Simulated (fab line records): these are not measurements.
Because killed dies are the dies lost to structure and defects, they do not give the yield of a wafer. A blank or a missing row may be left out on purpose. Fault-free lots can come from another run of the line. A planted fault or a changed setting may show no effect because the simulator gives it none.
Matching of chambers | flow nand-harc | NHARC_P_M1_CMP_23 on cmp-03: 4 sister chambers
The step polishes, t overpolish 20 s, target thk 157.82 nm. 14 wafers are shown with their chamber, then 7 later ones without.

== WAFERS, EACH WITH ITS CHAMBER ==
wafer  | chamber | motor-current-A (A) | time-to-endpoint-s (s)
L074.3 | 1       | 11.6                | 30.0
L074.4 | 3       | 12.1                | 27.9
L074.5 | 2       | 10.8                | 29.0
L075.1 | 2       | 11.3                | 32.0
L075.2 | 1       | 11.3                | 27.7
L075.5 | 2       | 11.4                | 31.1
L086.1 | 1       | 11.0                | 26.1
L086.4 | 3       | 11.0                | 28.5
L086.6 | 3       | 12.1                | 29.1
L090.3 | 2       | 11.6                | 29.2
L090.4 | 0       | 12.7                | 28.2
L090.5 | 0       | 12.4                | 25.8
L090.1 | 1       | 12.0                | 28.2
L090.2 | 3       | 11.6                | 26.2

SIGNATURES (averages over the wafers above)
reading            | chamber 0 | chamber 1 | chamber 2 | chamber 3 | scatter within a chamber
motor-current-A    | 12.550    | 11.475    | 11.275    | 11.700    | 0.42
time-to-endpoint-s | 27.000    | 28.000    | 30.325    | 27.925    | 1.47
Rule: a wafer's distance from a chamber is the root of the sum, over the readings, of the square of ((its reading less the chamber's mean) divided by the reading's scatter). The wafer belongs to the nearest chamber; if the next one is less than 2 further off, it can't be placed. The scatter: the root of (the sum of the squares of (reading less its chamber's mean) over the shown wafers, divided by (wafers less chambers)).

== WAFERS MISSING THEIR CHAMBER ==
wafer  | motor-current-A (A) | time-to-endpoint-s (s)
L090.6 | 11.7                | 27.2
L091.1 | 11.4                | 27.2
L091.4 | 11.2                | 28.3
L091.5 | 12.0                | 27.8
L092.1 | 11.0                | 32.8
L092.2 | 13.2                | 29.8
L092.3 | 10.8                | 29.7

== WHICH CHAMBER EACH WENT THROUGH ==
wafer  | from the rows above               | in truth
L090.6 | can't be placed: 3 or 1 or 0 or 2 | 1
L091.1 | can't be placed: 1 or 3 or 2      | 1
L091.4 | can't be placed: 1 or 3 or 2      | 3
L091.5 | can't be placed: 3 or 1 or 0 or 2 | 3
L092.1 | can't be placed: 2 or 1 or 3      | 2
L092.2 | can't be placed: 0 or 3 or 1      | 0
L092.3 | can't be placed: 2 or 1 or 3      | 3
Correct placement for 0 of the 7. Cannot be placed on the basis of these rows: 7; the candidates contain the true chamber in 7. Placed wrongly: 0.
